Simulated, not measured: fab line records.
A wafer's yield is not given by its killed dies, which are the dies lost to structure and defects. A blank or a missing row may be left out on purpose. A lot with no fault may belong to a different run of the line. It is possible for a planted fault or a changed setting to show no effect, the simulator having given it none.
Matching of chambers || flow nand_harc || NHARC_A_STAIRCASE_DESCUM_168 on rie_diel-09: 4 sister chambers
The step chemistry O2, time 3 s. 4 wafers are shown with their chamber, then 11 later ones without.

== WAFERS, EACH WITH ITS CHAMBER ==
{"wafer": "L088.1", "chamber": 0, "drypump_motor_current_A (A)": 6.2}
{"wafer": "L091.3", "chamber": 1, "drypump_motor_current_A (A)": 5.5}
{"wafer": "L091.6", "chamber": 2, "drypump_motor_current_A (A)": 6.3}
{"wafer": "L093.3", "chamber": 3, "drypump_motor_current_A (A)": 5.0}

== WAFERS WITHOUT THEIR CHAMBER ==
{"wafer": "L093.4", "drypump_motor_current_A (A)": 5.5}
{"wafer": "L093.6", "drypump_motor_current_A (A)": 6.3}
{"wafer": "L090.1", "drypump_motor_current_A (A)": 6.2}
{"wafer": "L090.5", "drypump_motor_current_A (A)": 6.4}
{"wafer": "L090.6", "drypump_motor_current_A (A)": 5.5}
{"wafer": "L094.1", "drypump_motor_current_A (A)": 5.5}
{"wafer": "L094.2", "drypump_motor_current_A (A)": 4.9}
{"wafer": "L094.4", "drypump_motor_current_A (A)": 6.3}
{"wafer": "L095.2", "drypump_motor_current_A (A)": 6.3}
{"wafer": "L095.3", "drypump_motor_current_A (A)": 6.2}
{"wafer": "L095.6", "drypump_motor_current_A (A)": 5.5}

== EACH ONE'S CHAMBER ==
{"wafer": "L093.4", "from the rows above": 1, "in truth": 1}
{"wafer": "L093.6", "from the rows above": 2, "in truth": 2}
{"wafer": "L090.1", "from the rows above": 0, "in truth": 0}
{"wafer": "L090.5", "from the rows above": 2, "in truth": 2}
{"wafer": "L090.6", "from the rows above": 1, "in truth": 1}
{"wafer": "L094.1", "from the rows above": 1, "in truth": 1}
{"wafer": "L094.2", "from the rows above": 3, "in truth": 3}
{"wafer": "L094.4", "from the rows above": 2, "in truth": 2}
{"wafer": "L095.2", "from the rows above": 2, "in truth": 2}
{"wafer": "L095.3", "from the rows above": 0, "in truth": 0}
{"wafer": "L095.6", "from the rows above": 1, "in truth": 1}
Correct placement for 11 of the 11. Can't be placed from these rows: 0. Wrongly placed: 0.
How it was worked out, from the rows above alone: a wafer's distance from a chamber is the root of the sum, over the readings, of the square of ((its reading less the chamber's mean) divided by the reading's scatter). The wafer belongs to the nearest chamber; if the next one is less than 2 further off, it can't be placed. The mean given for a chamber averages the wafers shown for that chamber. The scatter (one wafer shown for each chamber): square how far every hidden wafer sits from the nearest shown wafer, average those squares and take the square root.
